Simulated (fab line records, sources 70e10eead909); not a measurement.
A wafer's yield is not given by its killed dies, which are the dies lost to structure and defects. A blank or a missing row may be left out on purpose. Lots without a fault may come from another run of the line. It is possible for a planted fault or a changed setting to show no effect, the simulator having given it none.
A lot that was struck, set against a sound lot | flow nand harc | 15 steps out of a route of 1159
Sound: the wafers L964.2, L964.3, L964.4. Wafers L967.1, L967.2, L967.5 were the ones struck. The cause is given at the end.
Per side, at each step with rows, come the tool, then ch with its chambers, and then its first start. Under that, the readings that differ: sound wafers | struck wafers | difference of the means | sigmas: that difference in standard deviations of wafers without a fault.
alike: a reading whose means differ by less than 2 such deviations, as well as words and numbers matching on both sides. not compared: withheld readings; readings where some wafer has no value; bounds like >300 that might hide an equal value; numbers whose values overlap and for which the record gives no deviation.
The two part at a step that has a row with sigmas, a row that says differs or no value, or rows on one side only. When numbers do not overlap yet have no deviation, they are printed without sigmas and do not part them. Lack of a reading on every wafer of one side parts them only where that side has two or more wafers.

first, 1 step without rows for these wafers: NHARC_P_CONTACT_ETCH_36 (etches the open film in N2/H2, target depth 260 nm, time 406.25 s).
NHARC_P_CONTACT_ETCH_18: etches the open film in C4F8/O2/Ar, target depth 481 nm, time 240.5 s.
  sound on rie diel-07 ch 1,2,3; struck on rie diel-11 ch 0,1,2
  alike: oes product au, rf vpp V
  not compared: rf hours counter h
then, 1 step without rows for these wafers: NHARC_P_CONTACT_STRIP_37 (strips in C4F8/O2/Ar).
NHARC_P_CONTACT_ETCH_31: etches the open film in CH3F/O2, target depth 30 nm, time 85.7 s.
  sound on rie diel-07 ch 0,1,2; struck on rie diel-11 ch 1,2
  alike: drypump motor current A, oes product au, rf vpp V, showerhead plenum p Torr, throttle valve pct
  not compared: rf hours counter h
NHARC_P_CONTACT_CD_MEAS_19:
  sound on cd sem-01, day 7 03:16; struck on cd sem-01, day 8 03:58
  alike: cd nm
NHARC_P_CONTACT_STRIP_28: strips in O2.
  sound on rie diel-11 ch 0,1,3, day 7 03:22; struck on rie diel-07 ch 0,1,3, day 8 04:04
  reading                         | sound          | struck         | difference | sigmas
  showerhead plenum p Torr (Torr) | 3.73 3.78 3.79 | 3.53 3.39 3.40 | -0.33      | -2
  alike: drypump motor current A, oes product au, rf vpp V, throttle valve pct
  not compared: rf hours counter h
then, 1 step without rows for these wafers: NHARC_P_CONTACT_STRIP_29 (strips in post etch residue remover, time 1200 s).
NHARC_P_CONTACT_DEGAS_38: time 60 s.
  sound on pvd sputter-01, day 7 03:59; struck on pvd sputter-01, day 8 04:41
  alike: heater power w
then, 3 steps without rows for these wafers: NHARC_P_CONTACT_PRE_CLEAN_39 (time 19.5 s); NHARC_P_CONTACT_PVD_32 (deposits Ti, target thk 5 nm, time 17.7 s); NHARC_P_CONTACT_ALD_22 (deposits TiN, target thk 3 nm, pulse time 1 s, ald cycles 150).
NHARC_P_CONTACT_CVD_23: deposits W, target thk 200 nm, time 557 s.
  sound on cvd w-01 ch 0,1; struck on cvd w-01 ch 0,1
  alike: chamber pressure Torr, heater power w, throttle valve pct
NHARC_P_CONTACT_CMP_24: polishes, t overpolish 30 s, target thk 200 nm.
  sound on cmp-03 ch 0,1,2, day 7 09:20; struck on cmp-03 ch 0,2, day 8 05:48
  no value came back on the struck wafers for edge zone pressure frac, motor current A (A), overpolish run s (s), time to endpoint s (s); on the sound wafers edge zone pressure frac reads 0.992 0.998 1.003
then, 1 step without rows for these wafers: NHARC_P_CONTACT_SRD_26.
NHARC_P_CONTACT_INSPECT_27:
  sound on defect inspect-02, day 7 09:44; struck on defect inspect-01, day 8 06:11
  reading          | sound       | struck         | difference | sigmas
  raw defect count | 480 218 287 | 2434 2380 2504 | +2111      | +19

## WHERE THEY PART
Earliest at NHARC_P_CONTACT_STRIP_28; latest, in this record, at NHARC_P_CONTACT_INSPECT_27.

WHY: what the simulator had put in
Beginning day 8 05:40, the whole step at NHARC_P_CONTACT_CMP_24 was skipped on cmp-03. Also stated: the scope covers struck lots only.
